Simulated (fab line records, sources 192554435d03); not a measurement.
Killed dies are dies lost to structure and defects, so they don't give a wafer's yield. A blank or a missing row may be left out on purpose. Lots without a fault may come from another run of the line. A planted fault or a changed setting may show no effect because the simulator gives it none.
Which tool did it? | flow n5_finfet | 7 lots, 21 wafers sampled, at 6 steps of a route of 1938

WHAT THE GAUGES READ, wafer by wafer
N5_BEOL_M4_RC_MEAS_101.
lot  | measured     | on        | DIBL_N (mV/V)
L976 | day 9 03:22  | prober-02 | 35.2 35.0 36.0
L978 | day 9 16:58  | prober-01 | 34.3 37.9 34.6
L993 | day 13 22:55 | prober-02 | 32.6 34.8 34.6
L994 | day 14 02:04 | prober-02 | 34.9 38.4 34.8

WHICH TOOL RAN EACH LOT (tool, then ch and the chambers of the sampled wafers, then the start)
lot  | N5_BEOL_M4_ETCH_77                 | N5_BEOL_M4_ETCH_70                 | N5_BEOL_M4_VIA_ETCH_34             | N5_BEOL_M4_ETCH_41                            | N5_BEOL_M4_STRIP_97
L976 | rie_diel-05 ch 0,2,3, day 8 17:05  | rie_diel-05 ch 0,3, day 8 21:22    | rie_diel-05 ch 0,3, day 8 21:28    | rie_diel-05 ch 0,3, day 9 03:22 or earlier    | rie_diel-05 ch 0,3, day 9 03:22 or earlier
L978 | rie_diel-02 ch 0,2, day 9 04:47    | rie_diel-05 ch 0,2,3, day 9 11:53  | rie_diel-05 ch 0,2,3, day 9 11:59  | rie_diel-05 ch 0,2,3, day 9 16:58 or earlier  | rie_diel-05 ch 0,2,3, day 9 16:58 or earlier
L989 | rie_diel-02 ch 0,1,2, day 11 22:18 | rie_diel-02 ch 1,2, day 12 01:39   | rie_diel-02 ch 1,2, day 12 01:49   | rie_diel-02 ch 1,2, day 17 16:54 or earlier   | rie_diel-02 ch 1,2, day 17 16:54 or earlier
L990 | rie_diel-02 ch 1,2, day 12 07:11   | rie_diel-05 ch 1,2,3, day 12 12:07 | rie_diel-05 ch 1,2,3, day 12 12:13 | rie_diel-05 ch 1,2,3, day 17 15:13 or earlier | rie_diel-05 ch 1,2,3, day 17 15:13 or earlier
L991 | rie_diel-05 ch 0,3, day 12 08:09   | rie_diel-02 ch 0,3, day 12 12:19   | rie_diel-02 ch 0,3, day 12 12:25   | rie_diel-02 ch 0,3, day 17 14:57 or earlier   | rie_diel-02 ch 0,3, day 17 14:57 or earlier
L993 | rie_diel-06 ch 2,3, day 13 14:13   | rie_diel-05 ch 1,3, day 13 18:02   | rie_diel-05 ch 1,3, day 13 18:09   | rie_diel-05 ch 1,3, day 13 22:55 or earlier   | rie_diel-05 ch 1,3, day 13 22:55 or earlier
L994 | rie_diel-06 ch 1,2,3, day 13 16:29 | rie_diel-02 ch 1,2, day 13 21:13   | rie_diel-02 ch 1,2, day 13 21:19   | rie_diel-02 ch 1,2, day 14 02:04 or earlier   | rie_diel-02 ch 1,2, day 14 02:04 or earlier
- N5_BEOL_M4_ETCH_77: etches underlayer in N2/H2, target depth 6.5 nm, time 5.2 s.
- N5_BEOL_M4_ETCH_70: etches SOC in N2/H2, target depth 80 nm, overetch 24 nm, time 130 s.
- N5_BEOL_M4_VIA_ETCH_34: etches the open film in C4F6/O2, target depth 69.4 nm, time 65.9 s.
- N5_BEOL_M4_ETCH_41: etches SiCN in CH3F/O2, target depth 29.9 nm, time 52.5 s.
- N5_BEOL_M4_STRIP_97: strips in N2/H2, time 10 s.

THE ANSWER, worked out from the rows above alone
Rule: what is usual is taken from the lots themselves. Put in order of their means at a reading, lots are off if they are a third of the lots or fewer, leave a main group of 4 or more, and stand apart from it by a gap of 3 or more times the standard deviation of the main group's means; of several such gaps the widest counts. A main group whose means are all the same, to the digits that the tables above print for the reading, isn't used. A lot without any number at a reading at which 4 lots or more have one is off too. The other lots that the step has rows for count as sound.
No lot is off at any reading shown: from this, nothing can be told.

WHAT THE SIMULATOR HAD PUT IN
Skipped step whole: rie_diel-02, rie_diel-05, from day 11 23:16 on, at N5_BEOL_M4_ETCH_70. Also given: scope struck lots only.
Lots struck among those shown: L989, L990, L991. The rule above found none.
